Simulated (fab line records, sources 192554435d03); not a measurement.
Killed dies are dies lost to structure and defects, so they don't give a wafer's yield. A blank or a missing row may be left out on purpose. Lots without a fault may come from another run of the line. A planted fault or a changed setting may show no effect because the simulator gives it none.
Split-lot experiment | flow n5_finfet | 7 lots, 21 wafers read, on a route of 1938 steps

THE SPLIT
At N5_BEOL_M9_HM_DEP_02 (deposits TiN, target thk 20 nm), the setting target_thk_a was moved away from the recipe's 200 angstrom on 4 of the 21 wafers read, by +5.0% to +8.4%. The other wafers ran this setting at the recipe's value.

FROM THE SPLIT TO THE READING: what the file shows between them, 8 steps
- N5_BEOL_M9_COAT_05: resist thk 90 nm (also split here: spin_rpm)
- N5_BEOL_M9_EBR_07
- N5_BEOL_M9_SOFTBAKE_06: time 60 s
- N5_BEOL_M9_DESCUM_16: chemistry O2, time 7.9 s
- N5_BEOL_M9_ETCH_61: etches SiARC in CF4, target depth 39 nm, time 65 s
- N5_BEOL_M9_ETCH_62: etches SOC in N2/H2, target depth 110 nm, overetch 22 nm, time 165 s
- N5_BEOL_M9_STRIP_68: strips in N2/H2
- N5_BEOL_M9_STRIP_67: strips in CF4

THE READING
etch.depth_nm (the simulator's own value, which no gauge read), in nm, at N5_BEOL_M9_HM_OPEN_17 (chemistry Cl2/BCl3, target TiN, target depth 20 nm, overetch 6 nm). The file gives no usual value for it. The 17 wafers here that ran the recipe average 20.10 nm, standard deviation 0.19 nm.

wafer  | tool, chamber at the split | target_thk_a as run, angstrom | against the recipe | etch.depth_nm, nm | against lot-mates on the recipe
L077.3 | pvd_sputter-02, -          | 200                           | recipe             | 20.01             | -
L077.5 | pvd_sputter-02, -          | 200                           | recipe             | 20.14             | -
L077.6 | pvd_sputter-02, -          | 200                           | recipe             | 20.24             | -
L076.3 | pvd_sputter-01, -          | 200                           | recipe             | 19.7              | -
L076.4 | pvd_sputter-01, -          | 200                           | recipe             | 19.85             | -
L076.6 | pvd_sputter-01, -          | 200                           | recipe             | 19.93             | -
L078.4 | pvd_sputter-01, -          | 200                           | recipe             | 20.33             | -
L078.5 | pvd_sputter-01, -          | 200                           | recipe             | 20.26             | -
L078.6 | pvd_sputter-01, -          | 200                           | recipe             | 20.37             | -
L083.3 | pvd_sputter-02, -          | 200                           | recipe             | 20.19             | -
L083.5 | pvd_sputter-02, -          | 200                           | recipe             | 20.27             | -
L083.6 | pvd_sputter-02, -          | 200                           | recipe             | 20.12             | -
L090.3 | pvd_sputter-02, -          | 200                           | recipe             | 19.92             | -
L090.4 | pvd_sputter-02, -          | 216.8                         | +8.4%              | 21.84             | +1.92
L090.6 | pvd_sputter-02, -          | 216.8                         | +8.4%              | 21.8              | +1.88
L094.2 | pvd_sputter-03, -          | 200                           | recipe             | 19.92             | -
L094.3 | pvd_sputter-03, -          | 209.9                         | +5.0%              | 21.01             | +1.09
L094.4 | pvd_sputter-03, -          | 209.9                         | +5.0%              | 20.95             | +1.03
L082.2 | pvd_sputter-03, -          | 200                           | recipe             | 20                | -
L082.4 | pvd_sputter-03, -          | 200                           | recipe             | 20.29             | -
L082.6 | pvd_sputter-03, -          | 200                           | recipe             | 20.14             | -

THE FIT
A straight line over all 21 wafers: etch.depth_nm changes by +0.199 nm for each +1% of target_thk_a; r = +0.95; the points scatter about the line by 0.18 nm.
The same after taking each lot's own level away (the mean of its wafers on the recipe; 21 wafers): +0.223 nm for each +1%; r = +0.99; scatter 0.08 nm.
On that fit, the largest move of target_thk_a shifts the reading by 1.9 nm.
The lots' own levels span 19.827 to 20.320 nm, that is 2.7 times the standard deviation above.
So the lot-to-lot level changes the slope: the two fits differ.
Check: with one of the wafers moved furthest among these (+8.4%) left out of the fit, the line predicts +1.85 nm for it against its lot-mates. It came out at +1.92 nm against them.

OTHER SPLITS ON THESE WAFERS
These wafers also went through other splits before the reading. Each is held against what the fit with the lots' levels taken away leaves over:
other split on the same wafers | wafers away from the commonest value | r with etch.depth_nm (lot level and that fit taken away)
N5_BEOL_M6_ETCH_62 time_s      | 6                                    | +0.04
N5_BEOL_M6_COAT_71 spin_rpm    | 10                                   | +0.19
N5_BEOL_M7_ETCH_66 bias_w      | 8                                    | -0.09
N5_BEOL_M7_VIA_ETCH_34 time_s  | 5                                    | -0.12
N5_BEOL_M9_COAT_05 spin_rpm    | 5                                    | -0.09

THE WHOLE CHAIN: every reading that the file lists as answering this split, in the file's order
step                  | what it does                                                      | reading                                                                          | change (the file's fit)               | r (the file's)
N5_BEOL_M9_HM_DEP_02  | deposits TiN, target thk 20 nm                                    | TiN_of_BEOL_M9_HM_DEP_02.thk_nm (the simulator's own value, which no gauge read) | +0.211 nm for each +1% of the setting | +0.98
N5_BEOL_M9_HM_OPEN_17 | chemistry Cl2/BCl3, target TiN, target depth 20 nm, overetch 6 nm | etch.depth_nm (the simulator's own value, which no gauge read)                   | +0.223 nm for each +1% of the setting | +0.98

THE FILE'S OWN FIT
etch.depth_nm changes by +0.223 nm for each +1% of target_thk_a, r = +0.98.
